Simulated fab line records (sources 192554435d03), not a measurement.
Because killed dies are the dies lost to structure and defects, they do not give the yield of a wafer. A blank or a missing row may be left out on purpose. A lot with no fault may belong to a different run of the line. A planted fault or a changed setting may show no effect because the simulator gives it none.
fab line records | flow n5Finfet | part 2 of 2: steps 22 to 30 of 30
record: lots: 5 | wafers: 15 | lastDay: 17
route steps=1938 shown MIM_TOP@1838 MIM_TOP_LITHO@1839 MIM_TOP_ETCH@1851 MIM_BOT_LITHO@1854 MIM_BOT_ETCH@1866
lots with no fault: from the same line, run without faults
startH: start of the lot's first displayed wafer, in hours after the record's first day | waitH: hours elapsed since this lot's preceding step | " the same as in the row above | L1.1+2: a row that stands for several wafers | - no value, or no start given | * or withheld: withheld | < > ~ a bound
route shown NAME@n: NAME is a module with steps in the file, n the number in the route of the first one | usual: mean/standard deviation of fault-free wafers | same: alike in all rows | chamber/n: place in a boat | sites: each site's reading | _std_site: standard deviation of those values | _edge_site: inner sites' mean taken away from outer sites' mean | radiusMm: how far each site lies from the wafer's centre | mask NAME#n: copy n | behind: tool/chamber where the wafer was last shaped | hold: the reason the lot was held/the length of the hold in hours/how it ended | device: the transistor (n, p or np) that didn't switch | end of line: tests run on the same wafers once the route is complete | for a step that has no rows: nothing shown but its recipe | killed: at the first sort, the dies lost to defects and structure; wafer yield is something else | map: a wafer's dies, x killed, . not, _ none there
set.NAME: the run value of the setting; set.NAME@STEP: its run value at that earlier step | model.NAME: the simulator's own value behind a step, which no gauge read
a table for each step, a row for each wafer; lots at some steps of the route
services: the hour from which a tool's chamber was out of use, counted from the record's first day as startH (under 0 if before that day), plus the number of hours and why
== steps ==
step: N5_MIM_BOT_LITHO_PEB_06
recipe: pebTempC: withheld | pebTimeS: *
usual: exhaustPa: 44.9/0.81
lot.wafer | tool          | chamber | startH | waitH | exhaustPa
L079.2    | lithoTrack-01 | 0       | 277.50 | 0.0   | 43.9
L079.3    | "             | 0       | "      | "     | 44.3
L079.5    | "             | 0       | "      | "     | 45.1
L076.1    | lithoTrack-04 | 0       | 277.87 | 0.1   | 45.2
L076.2    | "             | 0       | "      | "     | 44.3
L076.4    | "             | 0       | "      | "     | 46.8
L086.2    | lithoTrack-01 | 0       | 333.01 | 0.0   | 44.4
L086.3    | "             | 0       | "      | "     | 45.3
L086.4    | "             | 0       | "      | "     | 43.9
L087.4    | lithoTrack-04 | 0       | 351.28 | 0.0   | 45.2
L087.5    | "             | 0       | "      | "     | 46.0
L087.6    | "             | 0       | "      | "     | 44.7
L094.2    | lithoTrack-04 | 0       | 387.69 | 0.0   | 45.5
L094.5    | "             | 0       | "      | "     | 43.1
L094.6    | "             | 0       | "      | "     | 44.8
step: N5_MIM_BOT_LITHO_DEVELOP_07
recipe: developTimeS: 60 | rinseLiquid: diw | dry: airSpin | devTempC: 21
usual: exhaustPa: 45.1/0.84
lot.wafer | tool          | chamber | startH | waitH | exhaustPa
L079.2    | lithoTrack-01 | 0       | -      | -     | 44.6
L079.3    | "             | 0       | "      | "     | 44.9
L079.5    | "             | 0       | "      | "     | 45.1
L076.1    | lithoTrack-04 | 0       | -      | -     | 44.9
L076.2    | "             | 0       | "      | "     | 45.4
L076.4    | "             | 0       | "      | "     | 45.5
L086.2    | lithoTrack-01 | 0       | -      | -     | 45.2
L086.3    | "             | 0       | "      | "     | 43.8
L086.4    | "             | 0       | "      | "     | 45.9
L087.4    | lithoTrack-04 | 0       | -      | -     | 44.8
L087.5    | "             | 0       | "      | "     | 44.7
L087.6    | "             | 0       | "      | "     | 44.9
L094.2    | lithoTrack-04 | 0       | -      | -     | 46.4
L094.5    | "             | 0       | "      | "     | 45.3
L094.6    | "             | 0       | "      | "     | 46.6
step: N5_MIM_BOT_LITHO_HARDBAKE_09
recipe: tempC: 130 | timeS: 120
usual: exhaustPa: 44.9/0.98
same: timeS: 120
lot.wafer | tool          | chamber | startH | waitH | exhaustPa
L079.2    | lithoTrack-01 | 0       | -      | -     | 45.5
L079.3    | "             | 0       | "      | "     | 46.4
L079.5    | "             | 0       | "      | "     | 45.5
L076.1    | lithoTrack-04 | 0       | -      | -     | 44.0
L076.2    | "             | 0       | "      | "     | 44.0
L076.4    | "             | 0       | "      | "     | 45.5
L086.2    | lithoTrack-01 | 0       | -      | -     | 46.0
L086.3    | "             | 0       | "      | "     | 44.5
L086.4    | "             | 0       | "      | "     | 45.2
L087.4    | lithoTrack-04 | 0       | -      | -     | 44.5
L087.5    | "             | 0       | "      | "     | 44.8
L087.6    | "             | 0       | "      | "     | 43.3
L094.2    | lithoTrack-04 | 0       | -      | -     | 45.4
L094.5    | "             | 0       | "      | "     | 45.4
L094.6    | "             | 0       | "      | "     | 46.0
step: N5_MIM_BOT_LITHO_CD_MEAS_08
recipe: targetCdNm: 3000 | landingEnergyEv: 500 | detector: seInlens | polarity: opening
usual: cdNm: 3000.0/1.3
lot.wafer | tool     | chamber | startH | waitH | cdNm
L079.2    | cdSem-01 | 0       | 277.62 | -     | 2998.4
L079.3    | "        | 0       | "      | "     | 2999.4
L079.5    | "        | 0       | "      | "     | 2997.4
L076.1    | cdSem-03 | 0       | 277.99 | -     | 3000.5
L076.2    | "        | 0       | "      | "     | 2999.5
L076.4    | "        | 0       | "      | "     | 2998.9
L086.2    | cdSem-03 | 0       | 333.13 | -     | 2998.9
L086.3    | "        | 0       | "      | "     | 2999.1
L086.4    | "        | 0       | "      | "     | 2999.9
L087.4    | cdSem-02 | 0       | 351.40 | -     | 2999.4
L087.5    | "        | 0       | "      | "     | 2998.1
L087.6    | "        | 0       | "      | "     | 2998.1
L094.2    | cdSem-02 | 0       | 387.81 | -     | 2998.9
L094.5    | "        | 0       | "      | "     | 2997.5
L094.6    | "        | 0       | "      | "     | 2999.1
step: N5_MIM_BOT_LITHO_OVL_MEAS_11
recipe: pointsPerWafer: 44
usual: MIM_BOT_OVL: 1/5.2
lot.wafer | tool       | chamber | startH | waitH | MIM_BOT_OVL[nm]
L079.2    | overlay-01 | 0       | 277.65 | 0.0   | 5
L079.3    | "          | 0       | "      | "     | 8
L079.5    | "          | 0       | "      | "     | 2
L076.1    | overlay-01 | 0       | 278.02 | 0.0   | 13
L076.2    | "          | 0       | "      | "     | 6
L076.4    | "          | 0       | "      | "     | 0
L086.2    | overlay-01 | 0       | 333.16 | 0.0   | 5
L086.3    | "          | 0       | "      | "     | 2
L086.4    | "          | 0       | "      | "     | 1
L087.4    | overlay-01 | 0       | 351.43 | 0.0   | 3
L087.5    | "          | 0       | "      | "     | -5
L087.6    | "          | 0       | "      | "     | 6
L094.2    | overlay-01 | 0       | 387.83 | 0.0   | 5
L094.5    | "          | 0       | "      | "     | -3
L094.6    | "          | 0       | "      | "     | 8
step: N5_MIM_BOT_LITHO_INSPECT_12
recipe: mode: adi | inspectInstrument: macro
usual: rawDefectCount: 2.1/1.5
lot.wafer | tool             | chamber | startH | waitH | rawDefectCount
L079.2    | defectInspect-02 | -       | 277.67 | 0.0   | 2
L079.3    | "                | -       | "      | "     | 2
L079.5    | "                | -       | "      | "     | 2
L076.1    | defectInspect-02 | -       | 278.04 | 0.0   | 1
L076.2    | "                | -       | "      | "     | 2
L076.4    | "                | -       | "      | "     | 2
L086.2    | defectInspect-01 | -       | 333.18 | 0.0   | 0
L086.3    | "                | -       | "      | "     | 6
L086.4    | "                | -       | "      | "     | 0
L087.4    | defectInspect-01 | -       | 351.46 | 0.0   | 4
L087.5    | "                | -       | "      | "     | 3
L087.6    | "                | -       | "      | "     | 1
L094.2    | defectInspect-01 | -       | 387.86 | 0.0   | 1
L094.5    | "                | -       | "      | "     | 3
L094.6    | "                | -       | "      | "     | 2
step: N5_MIM_BOT_LITHO_DESCUM_10
recipe: chemistry: O2 | timeS: 7.9 | sourcePowerW: 50 | biasPowerW: 20 | pressureMtorr: 20 | rfFrequencyHz: 2.712e+07 | tempC: 40 | o2FlowSccm: 225
usual: drypumpMotorCurrentA: 5.8/0.4 | oesProductAu: 0.79/0.073 | rfVppV: 243.5/1.4 | showerheadPlenumPTorr: 2.13/0.063 | throttleValvePct: 20.26/0.26
same: timeS: 7.9
lot.wafer | tool       | chamber | startH | waitH | drypumpMotorCurrentA | oesProductAu | rfHoursCounterH | rfVppV | showerheadPlenumPTorr | throttleValvePct
L079.2    | rieDiel-05 | 0       | 277.71 | 0.0   | 5.1                  | 0.83         | 55              | 244.7  | 2.21                  | 20.44
L079.3    | "          | 3       | "      | "     | 5.9                  | 0.93         | 13              | 241.4  | 2.05                  | 20.21
L079.5    | "          | 1       | "      | "     | 5.7                  | 0.71         | -               | 245.1  | 2.17                  | 20.24
L076.1    | rieDiel-06 | 0       | 278.07 | 0.0   | 5.9                  | 0.71         | 189             | 243.0  | 2.09                  | 20.37
L076.2    | "          | 2       | "      | "     | 5.7                  | 0.73         | 189             | 241.9  | 1.99                  | 20.48
L076.4    | "          | 3       | "      | "     | 6.6                  | 0.97         | 9               | 246.1  | 2.23                  | 19.73
L086.2    | rieDiel-06 | 3       | 333.21 | 0.0   | 6.6                  | 0.92         | 25              | 245.2  | 2.22                  | 19.75
L086.3    | "          | 2       | "      | "     | 5.6                  | 0.72         | 203             | 242.2  | 1.99                  | 20.53
L086.4    | "          | 0       | "      | "     | 5.9                  | 0.69         | 206             | 243.0  | 2.08                  | 20.40
L087.4    | rieDiel-04 | 3       | 352.16 | 0.7   | 5.6                  | 0.83         | 69              | 243.7  | 2.12                  | 20.11
L087.5    | "          | 3       | "      | "     | 5.6                  | 0.84         | -               | 244.1  | 2.12                  | 20.11
L087.6    | "          | 2       | "      | "     | 5.9                  | 0.75         | -               | 243.2  | 2.09                  | 20.70
L094.2    | rieDiel-05 | 1       | 387.89 | 0.0   | 5.6                  | 0.68         | 224             | 244.5  | 2.15                  | 20.31
L094.5    | "          | 1       | "      | "     | 5.6                  | 0.68         | -               | 243.2  | 2.15                  | 20.33
L094.6    | "          | 0       | "      | "     | 5.0                  | 0.80         | -               | 243.5  | 2.20                  | 20.49
step: N5_MIM_BOT_ETCH_ETCH_04
recipe: chemistry: CF4/O2 | target: SiNx | targetDepthA: 260 | timeS: 13 | ionEnergyEv: 100 | pressureMtorr: 40 | sourceW: 535 | biasW: 49 | Ar_flow_sccm: 100 | cf4FlowSccm: 100 | O2_flow_sccm: 10
usual: drypumpMotorCurrentA: 5.8/0.4 | oesProductAu: 0.79/0.072 | rfVppV: 241.6/2.1 | showerheadPlenumPTorr: 2.24/0.064 | throttleValvePct: 15.85/0.25
same: timeS: 13
lot.wafer | tool       | chamber | startH | waitH | drypumpMotorCurrentA | oesProductAu | rfHoursCounterH | rfVppV | showerheadPlenumPTorr | throttleValvePct
L079.2    | rieDiel-05 | 0       | 277.77 | 0.0   | 5.1                  | 0.85         | 55              | 240.7  | 2.32                  | 15.97
L079.3    | "          | 3       | "      | "     | 5.9                  | 0.93         | 13              | 242.0  | 2.17                  | 15.75
L079.5    | "          | 1       | "      | "     | 5.7                  | 0.71         | -               | 243.1  | 2.29                  | 15.88
L076.1    | rieDiel-06 | 0       | 278.14 | 0.0   | 5.9                  | 0.71         | 189             | 237.4  | 2.19                  | 15.89
L076.2    | "          | 2       | "      | "     | 5.6                  | 0.73         | 189             | 239.5  | 2.11                  | 16.10
L076.4    | "          | 3       | "      | "     | 6.6                  | 0.96         | 9               | 241.5  | 2.34                  | 15.33
L086.2    | rieDiel-06 | 3       | 333.28 | 0.0   | 6.6                  | 0.91         | 25              | 244.2  | 2.33                  | 15.34
L086.3    | "          | 2       | "      | "     | 5.6                  | 0.72         | 203             | 240.0  | 2.10                  | 16.13
L086.4    | "          | 0       | "      | "     | 5.9                  | 0.70         | 206             | 236.9  | 2.18                  | 15.94
L087.4    | rieDiel-04 | 3       | 352.23 | 0.0   | 5.6                  | 0.84         | 69              | 242.8  | 2.23                  | 15.72
L087.5    | "          | 3       | "      | "     | 5.6                  | 0.84         | -               | 241.2  | 2.23                  | 15.70
L087.6    | "          | 2       | "      | "     | 5.9                  | 0.75         | -               | 242.1  | 2.20                  | 16.24
L094.2    | rieDiel-05 | 1       | 387.96 | 0.0   | 5.6                  | 0.67         | 224             | 243.5  | 2.27                  | 15.97
L094.5    | "          | 1       | "      | "     | 5.7                  | 0.67         | -               | 242.9  | 2.27                  | 15.99
L094.6    | "          | 0       | "      | "     | 5.1                  | 0.79         | -               | 241.4  | 2.31                  | 16.06
step: N5_MIM_BOT_ETCH_ETCH_03
recipe: chemistry: Cl2/BCl3 | targetDepthA: 120 | pressureMtorr: 8 | icpW: 800 | biasW: 100 | Cl2_flow_sccm: 20 | bcl3FlowSccm: 80
usual: drypumpMotorCurrentA: 5.8/0.46 | oesProductAu: 0.71/0.087 | throttleValvePct: 27.73/0.18
lot.wafer | tool        | chamber | startH | waitH | drypumpMotorCurrentA | oesProductAu | rfHoursCounterH | throttleValvePct
L079.2    | rieMetal-02 | 0       | 277.87 | 0.1   | 6.0                  | 0.65         | 96              | 27.71
L079.3    | "           | 1       | "      | "     | 6.3                  | 0.64         | -               | 28.11
L079.5    | "           | 0       | "      | "     | 6.0                  | 0.65         | -               | 27.70
L076.1    | rieMetal-03 | 0       | 278.23 | 0.1   | 6.1                  | 0.76         | 54              | 27.88
L076.2    | "           | 1       | "      | "     | 6.1                  | 0.86         | 11              | 27.82
L076.4    | "           | 0       | "      | "     | 6.1                  | 0.76         | -               | 27.90
L086.2    | rieMetal-02 | 0       | 333.37 | 0.1   | 6.0                  | 0.64         | 101             | 27.72
L086.3    | "           | 1       | "      | "     | 6.3                  | 0.64         | -               | 28.14
L086.4    | "           | 0       | "      | "     | 6.0                  | 0.64         | -               | 27.71
L087.4    | rieMetal-01 | 1       | 352.36 | 0.1   | 6.0                  | 0.67         | -               | 27.60
L087.5    | "           | 1       | "      | "     | 5.9                  | 0.67         | -               | 27.60
L087.6    | "           | 0       | "      | "     | 5.0                  | 0.68         | -               | 27.58
L094.2    | rieMetal-03 | 0       | 388.05 | 0.1   | 6.1                  | 0.76         | 64              | 27.90
L094.5    | "           | 1       | "      | "     | 6.0                  | 0.82         | -               | 27.83
L094.6    | "           | 0       | "      | "     | 6.1                  | 0.74         | -               | 27.90
== services ==
tool          | chamber | startH | hours | kind
krfScanner-02 | -       | 256.70 | 3.6   | pm
rieMetal-03   | 0       | 265.79 | 4.4   | repair
pecvd-03      | -       | 268.76 | 0.7   | repair
krfScanner-01 | -       | 270.20 | 0.4   | repair
pecvd-03      | -       | 270.53 | 0.7   | repair
pecvd-03      | 2       | 273.06 | 3.7   | repair
krfScanner-02 | -       | 280.31 | 0.8   | repair
krfScanner-01 | -       | 292.31 | 1.1   | repair
krfScanner-01 | -       | 294.18 | 1.0   | pm
rieDiel-01    | 0       | 301.30 | 18.0  | repair
rieDiel-01    | 2       | 304.72 | 3.9   | repair
krfScanner-02 | -       | 313.37 | 0.4   | repair
rieDiel-04    | 0       | 314.36 | 2.7   | repair
krfScanner-01 | -       | 316.78 | 0.8   | pm
rieMetal-01   | -       | 321.67 | 1.0   | repair
krfScanner-01 | -       | 323.69 | 1.3   | pm
krfScanner-02 | -       | 335.44 | 1.3   | pm
rieDiel-05    | 0       | 344.58 | 14.1  | repair
rieDiel-04    | -       | 351.06 | 0.5   | repair
rieDiel-04    | 0       | 359.64 | 29.0  | repair
rieDiel-05    | 3       | 360.97 | 47.8  | repair
rieDiel-05    | -       | 365.03 | 0.5   | repair
krfScanner-02 | -       | 366.62 | 1.0   | pm
rieDiel-06    | -       | 376.19 | 2.8   | pm
